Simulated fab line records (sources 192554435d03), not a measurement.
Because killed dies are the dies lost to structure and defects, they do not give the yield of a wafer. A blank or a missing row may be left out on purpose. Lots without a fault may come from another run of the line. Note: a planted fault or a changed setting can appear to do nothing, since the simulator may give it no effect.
Matching of chambers | flow n5 finfet | uv cure-01 running N5_BEOL_M5_CURE_79: 3 sister chambers
The step cures SiCOH lowk, time 240 s. 6 wafers are shown with their chamber, then 11 later ones without.

== WAFERS WITH THEIR CHAMBER ==
wafer  | chamber | wafer_temp_C_max | lamp power pct (%)
L074.5 | 1       | 387.8            | 52.34
L074.6 | 1       | 387.2            | 52.31
L081.5 | 2       | 388.3            | 52.34
L081.6 | 2       | 388.1            | 52.29
L085.6 | 0       | 386.3            | 52.29
L088.1 | 0       | 386.0            | 52.43

== WAFERS MISSING THEIR CHAMBER ==
wafer  | wafer_temp_C_max | lamp power pct (%)
L088.2 | 386.1            | 52.26
L088.3 | 385.8            | 52.32
L088.4 | 386.4            | 52.34
L088.5 | 386.3            | 52.21
L088.6 | 385.8            | 52.30
L092.2 | 387.8            | 52.21
L092.3 | 388.4            | 52.23
L092.6 | 387.8            | 52.34
L094.1 | 387.7            | 52.32
L094.2 | 387.4            | 52.37
L094.6 | 387.7            | 52.30

== WHICH CHAMBER EACH WENT THROUGH ==
wafer  | from the rows above     | in truth
L088.2 | 0                       | 0
L088.3 | 0                       | 0
L088.4 | 0                       | 0
L088.5 | 0                       | 0
L088.6 | 0                       | 0
L092.2 | can't be placed: 1 or 2 | 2
L092.3 | can't be placed: 2 or 1 | 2
L092.6 | can't be placed: 1 or 2 | 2
L094.1 | can't be placed: 1 or 2 | 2
L094.2 | 1                       | 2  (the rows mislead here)
L094.6 | can't be placed: 1 or 2 | 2
Placed correctly: 5 of 11. Unplaceable from these rows: 5, with the true chamber sitting among the candidates in 5. 1 placed wrongly.
How it was worked out, from the rows above alone: a wafer's distance from a chamber is the root of the sum, over the readings, of the square of ((its reading less the chamber's mean) divided by the reading's scatter). The wafer belongs to the nearest chamber; if the next one is less than 2 further off, it can't be placed. For every chamber, the mean is computed from those of its wafers that are shown. The scatter: the root of (the sum of the squares of (reading less its chamber's mean) over the shown wafers, divided by (wafers less chambers)).
